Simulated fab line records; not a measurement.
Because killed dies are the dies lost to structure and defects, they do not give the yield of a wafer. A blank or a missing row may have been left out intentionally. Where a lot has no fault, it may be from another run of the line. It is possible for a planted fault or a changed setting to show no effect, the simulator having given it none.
Lot-split experiment + flow n5_finfet + 21 wafers read across 7 lots, on a route 1938 steps long

## THE SPLIT ITSELF
At N5_FIN_SAQP_COAT_50 (time 60 s, resist thk 35 nm), the setting spin_rpm was moved away from the recipe's 1500 rpm on 5 of the 21 wafers read, by -7.9% to +7.4%. All remaining wafers had this setting at the recipe value.

## FROM THE SPLIT TO THE READING: what the file shows between them, 5 steps
- N5_FIN_SAQP_PEB_14: peb time 60 s (also split here: peb_time_s)
- N5_FIN_SAQP_DEVELOP_15: develop time 30 s
- N5_FIN_SAQP_CD_MEAS_16: target cd 35.6 nm
- N5_FIN_SAQP_DESCUM_21: chemistry O2, time 7.9 s
- N5_FIN_SAQP_ETCH_51: etches SiARC in CF4, target depth 45.5 nm, time 75.8 s

## THE READING
SiARC_of_FIN_SAQP_COAT_50.thk_nm (the simulator's own value, which no gauge read), in nm, at N5_FIN_SAQP_ETCH_52 (etches SOC in N2/H2, target depth 100 nm, overetch 20 nm, time 150 s). There is no usual value for it anywhere in the file. The 16 wafers here that ran the recipe average 29.05 nm, standard deviation 0.17 nm.

| wafer  | tool, chamber at the split | spin_rpm as run, rpm | against the recipe | SiARC_of_FIN_SAQP_COAT_50.thk_nm, nm | against lot-mates on the recipe |
|--------|----------------------------|----------------------|--------------------|--------------------------------------|---------------------------------|
| L075.1 | litho_track-05, 0          | 1611                 | +7.4%              | 27.92                                | -1.19                           |
| L075.3 | litho_track-05, 0          | 1500                 | recipe             | 29.07                                | -                               |
| L075.6 | litho_track-05, 0          | 1500                 | recipe             | 29.15                                | -                               |
| L076.2 | litho_track-04, 0          | 1382                 | -7.9%              | 30.5                                 | +1.50                           |
| L076.3 | litho_track-04, 0          | 1500                 | recipe             | 29.13                                | -                               |
| L076.6 | litho_track-04, 0          | 1500                 | recipe             | 28.87                                | -                               |
| L079.2 | litho_track-04, 0          | 1500                 | recipe             | 28.7                                 | -                               |
| L079.3 | litho_track-04, 0          | 1500                 | recipe             | 29.15                                | -                               |
| L079.4 | litho_track-04, 0          | 1500                 | recipe             | 29.26                                | -                               |
| L083.1 | litho_track-05, 0          | 1500                 | recipe             | 29.24                                | -                               |
| L083.3 | litho_track-05, 0          | 1500                 | recipe             | 29.09                                | -                               |
| L083.5 | litho_track-05, 0          | 1577                 | +5.1%              | 28.34                                | -0.82                           |
| L091.3 | litho_track-04, 0          | 1500                 | recipe             | 28.88                                | -                               |
| L091.4 | litho_track-04, 0          | 1500                 | recipe             | 28.92                                | -                               |
| L091.5 | litho_track-04, 0          | 1500                 | recipe             | 29.23                                | -                               |
| L092.4 | litho_track-04, 0          | 1426                 | -4.9%              | 30.03                                | +0.85                           |
| L092.5 | litho_track-04, 0          | 1426                 | -4.9%              | 30.14                                | +0.96                           |
| L092.6 | litho_track-04, 0          | 1500                 | recipe             | 29.18                                | -                               |
| L094.2 | litho_track-01, 0          | 1500                 | recipe             | 29.17                                | -                               |
| L094.3 | litho_track-01, 0          | 1500                 | recipe             | 28.87                                | -                               |
| L094.4 | litho_track-01, 0          | 1500                 | recipe             | 28.83                                | -                               |

FIT RESULTS
A straight line over all 21 wafers: SiARC_of_FIN_SAQP_COAT_50.thk_nm changes by -0.175 nm for each +1% of spin_rpm; r = -0.95; the points scatter about the line by 0.17 nm.
The same after taking each lot's own level away (the mean of its wafers on the recipe; 21 wafers): -0.176 nm for each +1%; r = -0.97; scatter 0.15 nm.
Per that fit: largest spin_rpm move, reading shift of 1.4 nm.
From 28.957 to 29.180 nm: that is the span of the lots' own levels, equal to 1.3 times the standard deviation above.
The two slopes are in agreement: the lot-to-lot level therefore moves the slope only a little.
Check: with one of the wafers moved furthest among these (-7.9%) left out of the fit, the line predicts +1.35 nm for it against its lot-mates. It came out at +1.5 nm against them.

## OTHER SPLITS ON THESE WAFERS
Before the reading, these wafers also passed through other splits. Each is held against what the fit with the lots' levels taken away leaves over:
| other split on the same wafers | wafers away from the commonest value | r with SiARC_of_FIN_SAQP_COAT_50.thk_nm (lot level and that fit taken away) |
|--------------------------------|--------------------------------------|-----------------------------------------------------------------------------|
| N5_WELL_APT_PEB_23 peb_temp_c  | 3                                    | -0.16                                                                       |
| N5_FIN_SAQP_HM_DEP_03 time_s   | 7                                    | +0.15                                                                       |
| N5_FIN_SAQP_PECVD_48 time_s    | 4                                    | +0.16                                                                       |
| N5_FIN_SAQP_PEB_14 peb_time_s  | 9                                    | -0.08                                                                       |

## THE WHOLE CHAIN: every reading that the file lists as answering this split, in the file's order
| step                | what it does                                                         | reading                                                                             | change (the file's fit)               | r (the file's) |
|---------------------|----------------------------------------------------------------------|-------------------------------------------------------------------------------------|---------------------------------------|----------------|
| N5_FIN_SAQP_COAT_50 | time 60 s, resist thk 35 nm                                          | SiARC_of_FIN_SAQP_COAT_50.thk_nm (the simulator's own value, which no gauge read)   | -0.187 nm for each +1% of the setting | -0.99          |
| N5_FIN_SAQP_ETCH_51 | etches SiARC in CF4, target depth 45.5 nm, time 75.8 s               | etch.depth_nm (the simulator's own value, which no gauge read)                      | -0.187 nm for each +1% of the setting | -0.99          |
| N5_FIN_SAQP_ETCH_51 | etches SiARC in CF4, target depth 45.5 nm, time 75.8 s               | CAR-ArF_of_FIN_SAQP_COAT_10.thk_nm (the simulator's own value, which no gauge read) | +0.186 nm for each +1% of the setting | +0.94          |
| N5_FIN_SAQP_ETCH_52 | etches SOC in N2/H2, target depth 100 nm, overetch 20 nm, time 150 s | SiARC_of_FIN_SAQP_COAT_50.thk_nm (the simulator's own value, which no gauge read)   | -0.175 nm for each +1% of the setting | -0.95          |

## THE FILE'S OWN FIT
SiARC_of_FIN_SAQP_COAT_50.thk_nm changes by -0.175 nm for each +1% of spin_rpm, r = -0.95.
